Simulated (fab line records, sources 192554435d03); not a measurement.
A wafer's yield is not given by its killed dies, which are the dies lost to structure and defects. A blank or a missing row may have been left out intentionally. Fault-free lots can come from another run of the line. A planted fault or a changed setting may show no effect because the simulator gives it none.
Which tool did it? ; flow n5 finfet ; Sampling: 12 lots, 36 wafers, 3 of 1938 route steps

WHAT THE GAUGES READ, wafer by wafer
N5_BEOL_M15_CD_MEAS_10: the cd target is 360 nm.
lot;measured;on;cd nm (nm)
L074;day 10 23:48;cd sem-02;359.7 359.3 358.3
L077;day 11 22:44;cd sem-03;361.7 362.2 359.2
L079;day 12 14:19;cd sem-03;360.8 362.6 359.8
L082;day 12 20:47;cd sem-02;362.1 360.5 363.0
L083;day 13 09:16;cd sem-03;355.4 359.0 359.8
L086;day 13 23:44;cd sem-01;357.8 359.8 359.6
L087;day 14 12:17;cd sem-03;360.8 361.2 364.0
L090;day 14 23:49;cd sem-01;358.6 361.1 357.0
L092;day 15 16:08;cd sem-01;362.0 363.4 358.9
L093;day 15 20:10;cd sem-02;359.1 362.0 359.8
L095;day 16 08:29;cd sem-02;360.4 361.5 360.6
L097;day 17 00:28;cd sem-02;359.0 358.4 360.4

WHICH TOOL RAN EACH LOT (tool, then ch and the chambers of the sampled wafers, then the start)
lot;N5_BEOL_M14_DEGAS_41;N5_BEOL_M14_DEP_53
L074;pvd sputter-02, day 10 21:20;pecvd-03 ch 0,2, day 10 22:58
L077;pvd sputter-01, day 11 20:44;pecvd-03 ch 0,1, day 11 21:56
L079;pvd sputter-03, day 12 12:18;pecvd-03 ch 0,1,2, day 12 13:31
L082;pvd sputter-03, day 12 18:55;pecvd-03 ch 0,1,2, day 12 20:07
L083;pvd sputter-03, day 13 07:23;pecvd-01 ch 0,1, day 13 08:35
L086;pvd sputter-01, day 13 18:19;pecvd-02 ch 0,1,2, day 13 19:32
L087;pvd sputter-01, day 14 09:50;pecvd-02 ch 0,1, day 14 11:28
L090;pvd sputter-02, day 14 21:47;pecvd-01 ch 1,2, day 14 23:01
L092;pvd sputter-03, day 15 14:08;pecvd-02 ch 0,1, day 15 15:20
L093;pvd sputter-02, day 15 18:10;pecvd-02 ch 1,2, day 15 19:22
L095;pvd sputter-01, day 16 06:21;pecvd-01 ch 0,2, day 16 07:49
L097;pvd sputter-03, day 16 22:26;pecvd-02 ch 1, day 16 23:38
- N5_BEOL_M14_DEGAS_41: time 60 s.
- N5_BEOL_M14_DEP_53: deposits SiCN from 3MS/NH3, target thk 50 nm, time 17.8 s.

THE ANSWER, worked out from the rows above alone
Rule: usual is defined by the lots themselves. The widest of any qualifying gaps counts: lots, ordered by their means at a reading, are off when they make up no more than a third of the lots, leave a main group of 4 or more, and stand apart from it by 3 or more times the standard deviation of that group's means. A main group is skipped when, at the precision printed for the reading in the tables above, its means are all equal. Also off: a lot with no number at a reading for which 4 or more lots have one. Where the step has rows for the other lots, those lots are counted as sound.
Across all readings shown, no lot is off: no conclusion can be drawn from this.

WHAT THE SIMULATOR HAD PUT IN
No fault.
